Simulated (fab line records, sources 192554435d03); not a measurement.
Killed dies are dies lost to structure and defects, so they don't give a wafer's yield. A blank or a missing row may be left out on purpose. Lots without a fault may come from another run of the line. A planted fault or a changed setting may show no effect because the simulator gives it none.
Which tool did it? | flow n5_finfet | 10 lots, 30 wafers sampled, at 1 step of a route of 1938

WHAT THE GAUGES READ, wafer by wafer
N5_BEOL_M8_INSPECT_30: inspects for defects (brightfield). Usual: raw_defect_count 414, standard deviation 100.
lot  | measured     | on                | raw_defect_count | flag
L802 | day 10 17:40 | defect_inspect-02 | 393 262 354      |
L804 | day 11 04:40 | defect_inspect-01 | 322 354 451      |
L806 | day 12 00:50 | defect_inspect-01 | 383 475 540      |
L808 | day 12 00:53 | defect_inspect-02 | 374 294 257      |
L807 | day 12 04:35 | defect_inspect-02 | 349 463 483      |
L813 | day 13 08:02 | defect_inspect-01 | 396 427 399      |
L815 | day 13 21:03 | defect_inspect-02 | 281 353 331      |
L817 | day 14 06:05 | defect_inspect-02 | 244 328 297      |
L820 | day 15 01:45 | defect_inspect-02 | 448 500 421      |
L823 | day 15 19:26 | defect_inspect-02 | 464 520 484      |

WHICH TOOL RAN EACH LOT (tool, then ch and the chambers of the sampled wafers, then the start)
The record holds no process step before these readings.

WHAT THE TOOLS THEMSELVES READ (means of the sampled wafers that have a number; where no wafer has one, the mark that the record gives instead)
The record holds no such reading with a usual standard deviation.

THE ANSWER, worked out from the rows above alone
Rule: a lot is off if the mean of its wafers that have a number lies more than 3 standard deviations from the usual mean. A lot without any number at a reading at which 4 lots or more have one is off too. The other lots that the step has rows for count as sound. The gauges are gone through in route order, then the tools' own readings, and for those a lot's mean is taken as printed above. The first step at which some lot is off is used, and at that step the reading that is off furthest; a lot without a number counts as furthest.
No lot is off at any reading shown: from this, nothing can be told.

WHAT THE SIMULATOR HAD PUT IN
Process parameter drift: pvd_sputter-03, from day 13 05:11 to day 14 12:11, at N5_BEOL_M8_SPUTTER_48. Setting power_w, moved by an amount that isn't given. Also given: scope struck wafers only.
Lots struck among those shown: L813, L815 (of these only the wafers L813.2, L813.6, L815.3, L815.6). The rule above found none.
